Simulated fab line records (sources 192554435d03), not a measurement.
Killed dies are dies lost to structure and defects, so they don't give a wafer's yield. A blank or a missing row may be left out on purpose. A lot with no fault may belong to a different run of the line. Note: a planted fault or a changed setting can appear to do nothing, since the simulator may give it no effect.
Which of the tools did it?	flow n5_finfet	Sampling: 14 lots, 42 wafers, 8 of 1938 route steps

== WHAT THE GAUGES SHOWED, per wafer ==
N5_BEOL_M0_SAQP_CD_MEAS_25: the cd target is 13.1 nm.
lot	measured	on	cd_nm (nm)
L716	day 5 18:34	cd_sem-01	12.86 12.74 13.16
L717	day 6 00:05	cd_sem-03	12.86 12.85 12.94
L719	day 6 11:04	cd_sem-03	12.50 12.54 13.20
L722	day 7 02:50	cd_sem-02	12.62 12.95 12.90
L724	day 7 09:11	cd_sem-02	- - -
L723	day 7 14:59	cd_sem-03	- - -
L737	day 10 21:09	cd_sem-01	13.13 12.85 12.69
L736	day 10 21:30	cd_sem-02	12.62 12.62 12.57
L731	day 10 21:37	cd_sem-02	13.03 12.91 12.93
L732	day 10 21:55	cd_sem-02	12.91 13.05 13.02
L734	day 10 22:25	cd_sem-03	13.04 12.95 12.88
L735	day 10 23:00	cd_sem-03	12.88 12.98 12.52
L728	day 10 23:08	cd_sem-02	13.12 13.03 12.44
L739	day 11 16:55	cd_sem-02	13.07 12.91 12.94

N5_BEOL_M4_RC_MEAS_101.
lot	measured	on	DIBL_N (mV/V)	DIBL_P (mV/V)	IOFF_N (nA/um)	IOFF_P (nA/um)	ION_N (uA/um)	ION_P (uA/um)	SS_N (mV/dec)	SS_P (mV/dec)	VT_N (mV)	VT_P (mV)
L716	day 7 18:26	prober-02	37.9 38.2 37.5	38.3 39.7 38.2	0.19 0.21 0.19	0.27 0.31 0.27	683 705 688	472 484 470	71.8 71.7 71.7	74.1 74.4 74.0	247 245 245	-245 -244 -246
L717	day 8 05:31	prober-02	33.9 36.2 35.7	34.2 36.9 35.3	0.12 0.16 0.14	0.18 0.23 0.21	658 668 656	458 462 454	71.0 71.5 70.8	72.4 73.3 72.4	252 250 252	-251 -248 -249
L719	day 8 15:01	prober-01	34.5 34.5 39.1	36.0 36.8 41.7	0.14 0.14 0.24	0.19 0.20 0.29	691 673 698	475 464 470	70.4 70.9 71.9	73.7 74.3 74.9	249 251 242	-252 -250 -247
L722	day 9 06:25	prober-02	39.9 38.3 37.1	40.2 37.8 35.9	0.22 0.18 0.17	0.26 0.23 0.21	692 689 701	471 473 477	72.2 71.7 71.5	75.1 73.6 74.6	247 247 246	-246 -246 -248
L737	day 13 00:07	prober-02	38.4 35.6 38.0	36.3 34.7 37.4	0.17 0.12 0.16	0.21 0.19 0.22	663 668 676	453 464 460	72.6 71.1 72.0	73.2 73.2 74.0	250 252 248	-250 -251 -246
L736	day 13 01:41	prober-01	35.2 35.7 37.2	36.5 36.8 39.7	0.14 0.16 0.19	0.17 0.18 0.22	678 681 698	458 457 471	70.4 71.7 72.5	72.9 73.2 73.5	248 248 246	-257 -254 -250
L731	day 13 14:40	prober-01	33.1 37.4 33.9	32.6 37.9 34.1	0.11 0.17 0.12	0.14 0.21 0.15	665 680 664	450 470 453	69.9 71.8 70.9	72.3 73.6 72.7	255 253 254	-255 -252 -255
L732	day 13 07:18	prober-02	39.3 36.0 36.2	40.2 35.6 36.0	0.22 0.15 0.15	0.29 0.19 0.20	696 694 686	484 475 472	72.3 70.8 71.5	74.4 73.4 73.3	246 249 249	-245 -251 -252
L734	day 13 19:43	prober-02	37.5 39.9 40.5	35.8 38.6 39.5	0.16 0.21 0.24	0.21 0.25 0.27	694 683 715	471 462 481	71.5 72.6 72.2	74.1 74.0 74.0	249 245 244	-249 -247 -245
L735	day 14 09:01	prober-01	36.4 36.8 36.2	36.4 38.3 37.6	0.18 0.19 0.18	0.21 0.24 0.25	668 685 681	460 466 469	72.1 71.9 71.6	73.0 74.0 74.3	249 247 246	-249 -248 -246
L728	day 14 14:58	prober-01	36.0 35.6 36.2	36.1 35.3 35.1	0.17 0.16 0.17	0.25 0.23 0.22	686 681 678	473 468 467	71.2 71.7 71.7	72.8 72.9 73.2	246 247 247	-243 -249 -248
L739	day 15 04:40	prober-01	36.2 36.5 36.9	36.7 36.7 37.3	0.15 0.15 0.16	0.21 0.21 0.21	668 668 665	460 458 457	71.1 70.7 71.4	73.1 73.2 74.1	250 251 251	-249 -248 -250

== EACH LOT AND THE TOOL THAT RAN IT (in order: tool; ch and the chambers of the sampled wafers; start) ==
lot	N5_BEOL_M0_SAQP_PECVD_03	N5_BEOL_M0_SAQP_SPACER1_ETCHBACK_99	N5_BEOL_M0_SAQP_MANDREL1_REMOVE_100	N5_BEOL_M0_SAQP_ETCH_101	N5_BEOL_M0_SAQP_STRIP_108	N5_BEOL_M0_SAQP_SPACER2_ALD_26
L716	pecvd-01 ch 0,1,2, day 5 15:45	rie_diel-05 ch 0,2, day 5 18:22	rie_si-03 ch 1,2, day 5 18:28	rie_diel-05 ch 0,1, day 5 18:37	rie_diel-05 ch 0,1, day 5 19:23	ald_sin-04 ch 0,3, day 5 19:38
L717	pecvd-04 ch 0,2, day 5 20:53	rie_diel-05 ch 0,1, day 5 23:53	rie_si-03 ch 1,3, day 5 23:59	rie_diel-05 ch 0,1, day 6 00:08	rie_diel-01 ch 1,2,3, day 6 00:53	ald_sin-04 ch 0,2,3, day 6 01:06
L719	pecvd-01 ch 1,2, day 6 08:37	rie_diel-06 ch 0,1,3, day 6 10:52	rie_si-04 ch 1,3, day 6 10:57	rie_diel-01 ch 0,1, day 6 11:06	rie_diel-06 ch 1,3, day 6 11:57	ald_sin-01 ch 0,1,2, day 6 12:10
L722	pecvd-04 ch 0,2, day 7 00:07	rie_diel-05 ch 0,1,3, day 7 02:38	rie_si-03 ch 0,2,3, day 7 02:43	rie_diel-01 ch 1,2,3, day 7 02:52	rie_diel-05 ch 0,1,3, day 7 03:40	ald_sin-04 ch 1,2,3, day 7 03:52
L724	pecvd-01 ch 0,1,2, day 7 06:56	rie_diel-05 ch 1,2,3, day 7 08:59	rie_si-05 ch 1,2,3, day 7 09:04	rie_diel-01 ch 1,2,3, day 7 09:13	rie_diel-05 ch 1,2,3, day 7 09:59	ald_sin-04 ch 0,1,2, day 7 10:11
L723	pecvd-01 ch 0,1, day 7 12:38	rie_diel-06 ch 0,2,3, day 7 14:47	rie_si-05 ch 2,3, day 7 14:53	rie_diel-01 ch 0,1,2, day 7 15:07	rie_diel-01 ch 0,1,2, day 7 15:56	ald_sin-04 ch 1,3, day 7 16:17
L737	pecvd-03 ch 1,2, day 10 17:51	rie_diel-01 ch 0,1,2, day 10 20:58	rie_si-05 ch 1,2, day 10 21:02	rie_diel-06 ch 0,3, day 10 21:13	rie_diel-01 ch 0,1,3, day 10 22:17	ald_sin-03 ch 0,1,2, day 10 23:16
L736	pecvd-04 ch 0,1,2, day 10 17:55	rie_diel-06 ch 0,3, day 10 21:18	rie_si-05 ch 0,1,2, day 10 21:23	rie_diel-01 ch 0,1,2, day 10 21:33	rie_diel-05 ch 1,2,3, day 10 22:38	ald_sin-03 ch 1,2, day 11 00:02
L731	pecvd-04 ch 0,1, day 10 18:11	rie_diel-06 ch 0,3, day 10 21:25	rie_si-04 ch 0,1, day 10 21:29	rie_diel-01 ch 0,1,3, day 10 21:41	rie_diel-05 ch 0,2,3, day 10 22:47	ald_sin-01 ch 0,1,2, day 11 02:17
L732	pecvd-03 ch 1,2, day 10 18:14	rie_diel-06 ch 0,1,2, day 10 21:44	rie_si-03 ch 1,3, day 10 21:49	rie_diel-01 ch 1,3, day 10 22:01	rie_diel-01 ch 0,2, day 10 23:16	ald_sin-04 ch 0,1,3, day 11 02:29
L734	pecvd-03 ch 0,1,2, day 10 18:37	rie_diel-06 ch 0,2, day 10 22:13	rie_si-05 ch 0,1,3, day 10 22:19	rie_diel-06 ch 0,1,2, day 10 22:28	rie_diel-05 ch 1,2, day 11 00:19	ald_sin-01 ch 1,2,3, day 11 02:48
L735	pecvd-01 ch 0,1, day 10 18:46	rie_diel-01 ch 1,2,3, day 10 22:49	rie_si-03 ch 0,1, day 10 22:53	rie_diel-01 ch 1,3, day 10 23:02	rie_diel-05 ch 0,2,3, day 11 00:58	ald_sin-03 ch 0,2, day 11 03:15
L728	pecvd-01 ch 0,1, day 10 19:08	rie_diel-01 ch 0,2, day 10 22:56	rie_si-05 ch 0,3, day 10 23:01	rie_diel-05 ch 0,1,2, day 10 23:17	rie_diel-01 ch 0,1,3, day 11 01:11	ald_sin-01 ch 1,2,3, day 11 03:29
L739	pecvd-01 ch 0,2, day 11 14:02	rie_diel-06 ch 1,2,3, day 11 16:44	rie_si-05 ch 0,1,2, day 11 16:49	rie_diel-01 ch 0,2,3, day 11 17:15	rie_diel-06 ch 0,1, day 11 18:13	ald_sin-01 ch 1,3, day 11 18:28
- N5_BEOL_M0_SAQP_PECVD_03: deposits SiCN from 3MS/NH3, target thk 12 nm, time 21.1 s.
- N5_BEOL_M0_SAQP_SPACER1_ETCHBACK_99: etches SiO2 in CHF3/O2, target depth 15.4 nm, time 7.7 s.
- N5_BEOL_M0_SAQP_MANDREL1_REMOVE_100: chemistry HBr/Cl2/O2, target a-Si, stops on SiNx, bt time 10 s.
- N5_BEOL_M0_SAQP_ETCH_101: etches SiNx in CH3F/O2, target depth 29.9 nm, time 42.7 s.
- N5_BEOL_M0_SAQP_STRIP_108: strips in N2/H2.
- N5_BEOL_M0_SAQP_SPACER2_ALD_26: deposits SiO2, target thk 15 nm, pulse time 1 s, purge time 2 s.

== WHAT THE TOOLS THEMSELVES READ (means of the sampled wafers that have a number; where no wafer has one, the mark that the record gives instead) ==
N5_BEOL_M0_SAQP_PECVD_03.
lot	tool	showerhead_plenum_p_Torr (Torr)	throttle_valve_pct (%)
L716	pecvd-01	3.667	9.5
L717	pecvd-04	3.659	9.0
L719	pecvd-01	3.651	8.7
L722	pecvd-04	3.667	9.3
L724	pecvd-01	3.667	9.4
L723	pecvd-01	3.681	9.9
L737	pecvd-03	3.662	9.3
L736	pecvd-04	3.670	9.0
L731	pecvd-04	3.682	9.3
L732	pecvd-03	3.662	9.5
L734	pecvd-03	3.666	9.4
L735	pecvd-01	3.675	9.8
L728	pecvd-01	3.684	9.9
L739	pecvd-01	3.669	9.6

N5_BEOL_M0_SAQP_SPACER1_ETCHBACK_99.
lot	tool	CHF3_flow_sccm (sccm)	O2_flow_sccm (sccm)	drypump_motor_current_A (A)	oes_product_au (a.u.)	rf_vpp_V (V)	showerhead_plenum_p_Torr (Torr)	throttle_valve_pct (%)
L716	rie_diel-05	49.98	4.997	5.8	0.71	526	2.44	19.08
L717	rie_diel-05	50.20	5.003	6.7	0.74	517	2.33	19.17
L719	rie_diel-06	49.98	5.003	5.7	0.77	520	2.45	18.85
L722	rie_diel-05	50.00	4.993	6.1	0.80	520	2.40	19.08
L724	rie_diel-05	-	-	-	-	-	-	-
L723	rie_diel-06	-	-	-	-	-	-	-
L737	rie_diel-01	49.83	5.010	5.2	0.72	539	2.46	19.09
L736	rie_diel-06	49.97	4.992	6.1	0.78	517	2.48	18.78
L731	rie_diel-06	50.07	5.010	6.1	0.78	517	2.48	18.77
L732	rie_diel-06	49.95	5.004	6.1	0.80	521	2.43	18.74
L734	rie_diel-06	49.97	5.007	6.5	0.86	519	2.43	18.61
L735	rie_diel-01	50.03	5.000	5.2	0.70	533	2.42	19.13
L728	rie_diel-01	50.02	5.025	5.4	0.74	543	2.43	19.17
L739	rie_diel-06	49.99	4.996	5.8	0.76	521	2.39	18.90

N5_BEOL_M0_SAQP_MANDREL1_REMOVE_100.
lot	tool	drypump_motor_current_A (A)	oes_product_au (a.u.)	throttle_valve_pct (%)
L716	rie_si-03	5.5	0.996	36.6
L717	rie_si-03	5.8	0.993	36.7
L719	rie_si-04	6.1	1.005	36.2
L722	rie_si-03	5.8	0.997	36.8
L724	rie_si-05	5.6	0.379	37.2
L723	rie_si-05	6.0	0.383	37.3
L737	rie_si-05	5.7	1.013	36.8
L736	rie_si-05	5.8	1.013	36.8
L731	rie_si-04	5.1	0.993	36.3
L732	rie_si-03	5.8	0.991	36.7
L734	rie_si-05	5.3	0.992	36.9
L735	rie_si-03	5.0	0.985	36.6
L728	rie_si-05	5.2	0.984	37.3
L739	rie_si-05	5.8	1.018	36.7

N5_BEOL_M0_SAQP_ETCH_101.
lot	tool	drypump_motor_current_A (A)	oes_product_au (a.u.)	rf_vpp_V (V)	showerhead_plenum_p_Torr (Torr)	throttle_valve_pct (%)
L716	rie_diel-05	6.7	0.74	294	1.93	16.63
L717	rie_diel-05	6.7	0.73	297	1.93	16.70
L719	rie_diel-01	5.1	0.72	304	2.07	16.44
L722	rie_diel-01	5.1	0.73	302	2.02	16.55
L724	rie_diel-01	5.1	0.27	304	2.02	16.50
L723	rie_diel-01	5.2	0.28	306	2.05	16.47
L737	rie_diel-06	6.1	0.78	293	2.06	16.24
L736	rie_diel-01	5.3	0.72	305	2.04	16.58
L731	rie_diel-01	5.0	0.70	302	2.03	16.60
L732	rie_diel-01	5.0	0.68	300	2.03	16.55
L734	rie_diel-06	6.1	0.80	295	2.01	16.20
L735	rie_diel-01	5.0	0.68	300	2.03	16.54
L728	rie_diel-05	6.2	0.69	295	1.96	16.68
L739	rie_diel-01	5.2	0.72	306	2.00	16.68

N5_BEOL_M0_SAQP_STRIP_108.
lot	tool	drypump_motor_current_A (A)	oes_product_au (a.u.)	rf_vpp_V (V)	showerhead_plenum_p_Torr (Torr)	temp_c (C)	throttle_valve_pct (%)
L716	rie_diel-05	6.7	0.72	121.2	3.20	39.92	19.30
L717	rie_diel-01	5.2	0.74	121.0	3.38	40.03	18.94
L719	rie_diel-06	5.4	0.74	122.0	3.34	39.91	19.01
L722	rie_diel-05	6.1	0.81	121.8	3.33	39.98	19.09
L724	rie_diel-05	5.6	0.80	122.4	3.42	40.04	18.88
L723	rie_diel-01	5.3	0.75	122.3	3.43	40.05	18.98
L737	rie_diel-01	5.0	0.71	121.6	3.41	40.05	19.10
L736	rie_diel-05	5.6	0.76	121.7	3.41	40.02	18.94
L731	rie_diel-05	5.7	0.75	122.1	3.40	40.00	19.07
L732	rie_diel-01	5.2	0.75	122.1	3.43	39.93	19.13
L734	rie_diel-05	6.2	0.71	121.3	3.28	40.11	19.06
L735	rie_diel-05	5.6	0.75	122.2	3.39	40.04	19.07
L728	rie_diel-01	5.0	0.70	121.7	3.40	39.99	19.11
L739	rie_diel-06	5.7	0.74	122.0	3.38	39.99	18.80

N5_BEOL_M0_SAQP_SPACER2_ALD_26.
lot	tool	heater_power_w (W)	precursor_pulse_height_rel
L716	ald_sin-04	460	0.998
L717	ald_sin-04	497	0.994
L719	ald_sin-01	482	0.988
L722	ald_sin-04	498	0.993
L724	ald_sin-04	485	1.003
L723	ald_sin-04	471	1.006
L737	ald_sin-03	439	0.995
L736	ald_sin-03	393	0.990
L731	ald_sin-01	486	0.999
L732	ald_sin-04	468	1.004
L734	ald_sin-01	470	0.977
L735	ald_sin-03	477	0.995
L728	ald_sin-01	478	0.979
L739	ald_sin-01	465	0.994

== THE ANSWER, worked out from the rows above alone ==
Rule: what is usual is taken from the lots themselves. The widest of any qualifying gaps counts: lots, ordered by their means at a reading, are off when they make up no more than a third of the lots, leave a main group of 4 or more, and stand apart from it by 3 or more times the standard deviation of that group's means. A main group whose means are all the same, to the digits that the tables above print for the reading, isn't used. Also off: a lot with no number at a reading for which 4 or more lots have one. All remaining lots with rows at the step are treated as sound. After the gauges, taken in route order, come the tools' own readings; for these a lot's mean is taken, as printed above. The first step at which some lot is off is used, and at that step the reading that is off furthest; a lot without a number counts as furthest.
Off, at N5_BEOL_M0_SAQP_CD_MEAS_25 on cd_nm: L724, L723. Without a number there: L724, L723. For the main group the mean is 12.87 nm and the standard deviation 0.11.
A tool fits if, at a process step before that reading, it ran every lot that is off, and no sound lot after the first of them. The gauges at N5_BEOL_M0_SAQP_CD_MEAS_25 aren't tried: what is off there is off at N5_BEOL_M0_SAQP_SPACER1_ETCHBACK_99 too, on other tools, and a gauge's error can't cause that. Of those tried, none fits.

== WHAT WAS PUT IN BY THE SIMULATOR ==
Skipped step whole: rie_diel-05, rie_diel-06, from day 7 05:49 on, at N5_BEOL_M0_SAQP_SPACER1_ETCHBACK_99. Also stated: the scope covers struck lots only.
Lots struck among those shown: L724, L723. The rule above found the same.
